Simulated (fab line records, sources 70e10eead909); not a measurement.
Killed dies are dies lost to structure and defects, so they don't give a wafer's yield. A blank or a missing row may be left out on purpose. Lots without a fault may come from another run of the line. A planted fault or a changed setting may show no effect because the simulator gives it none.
A struck lot beside a sound one | flow nand_harc | 14 steps out of a route of 1302
Sound: wafers L134.3, L134.4, L134.6. Struck: wafers L139.1, L139.2, L139.5. The cause comes at the end.
At each step with rows: each side's tool, then ch and its chambers, then its first start. Under that, the readings that differ: sound wafers | struck wafers | difference of the means | sigmas: that difference in standard deviations of wafers without a fault.
alike: readings whose means differ by less than 2 such deviations, and words and numbers that are the same on both sides. not compared: withheld readings, readings that some wafer has no value for, bounds like >300 that may hide the same value, and numbers for which the record gives no deviation and whose values overlap.
The two part at a step that has a row with sigmas, a row that says differs or no value, or rows on one side only. Numbers that don't overlap but have no deviation are shown without sigmas and don't part them. A reading that every wafer of one side lacks parts them only if that side has two wafers or more.

NHARC_A_CONTACT_ETCH_106: etches the open film in CF4/O2, target depth 90 nm, overetch 9 nm, time 49.5 s.
  sound on rie_diel-08 ch 0,2,3, day 23 13:40; struck on rie_diel-08 ch 0,3, day 25 15:44
  alike: chamber_pressure_mTorr, drypump_motor_current_A, oes_ar_750_au, oes_product_au, rf_vpp_V, showerhead_plenum_p_Torr, throttle_valve_pct
  not compared: rf_hours_counter_h
NHARC_A_CONTACT_STRIP_82: strips in O2.
  sound on rie_diel-08 ch 0,1; struck on rie_diel-08 ch 0,2,3
  alike: chamber_pressure_mTorr, drypump_motor_current_A, oes_product_au, rf_vpp_V, showerhead_plenum_p_Torr, throttle_valve_pct
  not compared: rf_hours_counter_h
then, 1 step without rows for these wafers: NHARC_A_CONTACT_STRIP_83 (strips in post etch residue remover, time 600 s).
NHARC_A_CONTACT_DEP_84: deposits aC, target thk 2800 nm.
  sound on acl_dep-01 ch 0, day 23 15:55; struck on acl_dep-02 ch 0, day 25 16:23
  alike: susceptor_temp_C, throttle_valve_pct
NHARC_A_CONTACT_DEP_85: deposits SiON, target thk 60 nm.
  sound on pecvd-02 ch 0,1,2, day 23 17:07; struck on pecvd-01 ch 0,1, day 25 18:08
  alike: heater_power_w, showerhead_vpp_V, susceptor_temp_C
  not compared: since_wet_clean_h
then, 7 steps without rows for these wafers: NHARC_A_CONTACT_DEHYDRATE_00 (time 120 s); NHARC_A_CONTACT_HMDS_01 (time 30 s); NHARC_A_CONTACT_COAT_86 (time 75 s); NHARC_A_CONTACT_COAT_87 (time 65 s); NHARC_A_CONTACT_COAT_02 (resist thk 90 nm); NHARC_A_CONTACT_SOFTBAKE_03 (time 55 s); NHARC_A_CONTACT_EBR_04.
NHARC_A_CONTACT_EXPOSE_05: exposes mask A CC.
  sound on arfi_scanner-03 ch 0, day 23 17:41; struck on arfi_scanner-02, day 25 18:35
  no value came back on the struck wafers for exposure_dose_mJ_cm2, focus_offset_nm (nm); on the sound wafers exposure_dose_mJ_cm2 reads 84.23 84.26 84.35
  alike: mask
then, 1 step without rows for these wafers: NHARC_A_CONTACT_PEB_06 (peb time 65 s).

WHERE THEY PART
Only at NHARC_A_CONTACT_EXPOSE_05, within this record.

WHY: what the simulator had put in
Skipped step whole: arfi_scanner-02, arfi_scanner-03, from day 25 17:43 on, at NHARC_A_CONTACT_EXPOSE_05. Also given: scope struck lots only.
